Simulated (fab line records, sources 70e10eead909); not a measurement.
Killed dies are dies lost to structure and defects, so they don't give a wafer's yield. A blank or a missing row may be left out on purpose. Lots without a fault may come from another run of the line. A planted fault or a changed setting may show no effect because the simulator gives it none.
Chamber matching | flow nand_harc | NHARC_THIN_TSV_DEP_47 on pecvd-01: 3 sister chambers
The step deposits SiO2, target thk 200 nm. 14 wafers are shown with their chamber, then 7 later ones without.

WAFERS WITH THEIR CHAMBER
wafer  | chamber | flow_sccm (sccm) | throttle_valve_pct (%) | rf_fwd_power_W (W)
L187.1 | 2       | 2663             | 15.7                   | 901.3
L187.2 | 1       | 2646             | 15.4                   | 895.4
L187.5 | 2       | 2647             | 15.5                   | 898.2
L189.1 | 2       | 2655             | 15.9                   | 896.0
L189.3 | 0       | 2650             | 15.7                   | 899.8
L189.6 | 2       | 2667             | 15.8                   | 897.8
L191.4 | 0       | 2644             | 15.4                   | 894.1
L191.5 | 2       | 2655             | 15.9                   | 896.9
L191.6 | 1       | 2644             | 15.6                   | 898.0
L193.2 | 2       | 2650             | 15.8                   | 899.0
L193.4 | 0       | 2653             | 16.0                   | 901.1
L193.5 | 2       | 2648             | 15.7                   | 894.1
L196.2 | 0       | 2648             | 15.8                   | 894.7
L196.3 | 2       | 2668             | 15.9                   | 889.1

SIGNATURES (means of the wafers above)
reading            | chamber 0 | chamber 1 | chamber 2 | scatter within a chamber
flow_sccm          | 2648.75   | 2645.00   | 2656.62   | 7
throttle_valve_pct | 15.725    | 15.500    | 15.775    | 0.176
rf_fwd_power_W     | 897.425   | 896.700   | 896.550   | 3.51
Rule: a wafer's distance from a chamber is the root of the sum, over the readings, of the square of ((its reading less the chamber's mean) divided by the reading's scatter). The wafer belongs to the nearest chamber; if the next one is less than 2 further off, it can't be placed. The scatter: the root of (the sum of the squares of (reading less its chamber's mean) over the shown wafers, divided by (wafers less chambers)).

WAFERS WITHOUT THEIR CHAMBER
wafer  | flow_sccm (sccm) | throttle_valve_pct (%) | rf_fwd_power_W (W)
L196.5 | 2653             | 15.7                   | 899.6
L198.1 | 2646             | 15.8                   | 899.4
L199.2 | 2648             | 15.6                   | 896.0
L199.6 | 2645             | 15.7                   | 893.8
L207.1 | 2648             | 16.0                   | 899.9
L207.4 | 2646             | 15.7                   | 903.3
L207.5 | 2650             | 16.1                   | 893.2

WHICH CHAMBER EACH WENT THROUGH
wafer  | from the rows above          | in truth
L196.5 | can't be placed: 0 or 2 or 1 | 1
L198.1 | can't be placed: 0 or 2 or 1 | 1
L199.2 | can't be placed: 1 or 0 or 2 | 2
L199.6 | can't be placed: 0 or 1 or 2 | 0
L207.1 | can't be placed: 0 or 2 or 1 | 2
L207.4 | can't be placed: 0 or 1 or 2 | 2
L207.5 | can't be placed: 2 or 0 or 1 | 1
Placed correctly: 0 of 7. Can't be placed from these rows: 7 (the true chamber is among the candidates in 7). Placed wrongly: 0.
